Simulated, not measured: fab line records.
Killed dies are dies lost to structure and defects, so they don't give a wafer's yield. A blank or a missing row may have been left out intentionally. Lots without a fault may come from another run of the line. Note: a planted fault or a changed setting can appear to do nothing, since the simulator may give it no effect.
Chamber matching ; flow n5 finfet ; N5_HKMG_FIN_ETCH_32 on rie diel-01: 4 sister chambers
The step etches SOC in N2/H2, target depth 240 nm, time 300 s. 18 wafers are shown with their chamber, then 9 later ones without.

== WAFERS PAIRED WITH THEIR CHAMBERS ==
wafer;chamber;showerhead plenum p Torr (Torr);drypump motor current A (A);throttle valve pct (%)
L074.1;2;2.56;5.65;18.29
L074.4;3;2.52;5.89;17.82
L074.6;0;2.48;5.76;17.71
L080.2;3;2.52;5.87;17.87
L080.4;1;2.69;5.54;17.85
L080.5;3;2.52;5.90;17.86
L082.3;0;2.48;5.76;17.75
L082.4;1;2.69;5.56;17.86
L082.6;2;2.56;5.64;18.29
L083.2;3;2.51;5.86;17.87
L083.3;1;2.69;5.54;17.86
L083.6;3;2.51;5.87;17.86
L087.1;2;2.55;5.64;18.32
L087.2;1;2.69;5.55;17.87
L087.6;3;2.51;5.87;17.88
L088.2;1;2.69;5.53;17.87
L088.5;2;2.55;5.65;18.32
L088.6;1;2.69;5.54;17.88

SIGNATURES (averages over the wafers above)
reading;chamber 0;chamber 1;chamber 2;chamber 3;scatter within a chamber
showerhead plenum p Torr;2.4800;2.6900;2.5550;2.5150;0.00423
drypump motor current A;5.7600;5.5433;5.6450;5.8767;0.0112
throttle valve pct;17.7300;17.8650;18.3050;17.8600;0.0178
Rule: a wafer's distance from a chamber is the root of the sum, over the readings, of the square of ((its reading less the chamber's mean) divided by the reading's scatter). If the next closest chamber is less than 2 further off than the closest, the wafer can't be placed; otherwise it belongs to the closest. How the scatter is found: for the shown wafers, subtract from each reading the mean of its chamber, square and add these, divide the total by (wafers less chambers), then take the root.

== WAFERS MISSING THEIR CHAMBER ==
wafer;showerhead plenum p Torr (Torr);drypump motor current A (A);throttle valve pct (%)
L089.1;2.47;5.75;17.77
L089.2;2.51;5.87;17.88
L089.4;2.55;5.64;18.33
L096.1;2.54;5.65;18.37
L096.2;2.46;5.75;17.78
L096.5;2.46;5.74;17.79
L097.4;2.50;5.89;17.46
L097.5;2.67;5.52;17.94
L097.6;2.46;5.74;17.80

== THE CHAMBER EACH PASSED THROUGH ==
wafer;from the rows above;in truth
L089.1;0;0
L089.2;3;3
L089.4;2;2
L096.1;2;2
L096.2;0;0
L096.5;0;0
L097.4;0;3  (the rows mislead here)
L097.5;1;1
L097.6;0;0
8 of 9 placed correctly. From these rows, 0 cannot be placed. Wrongly placed: 1.
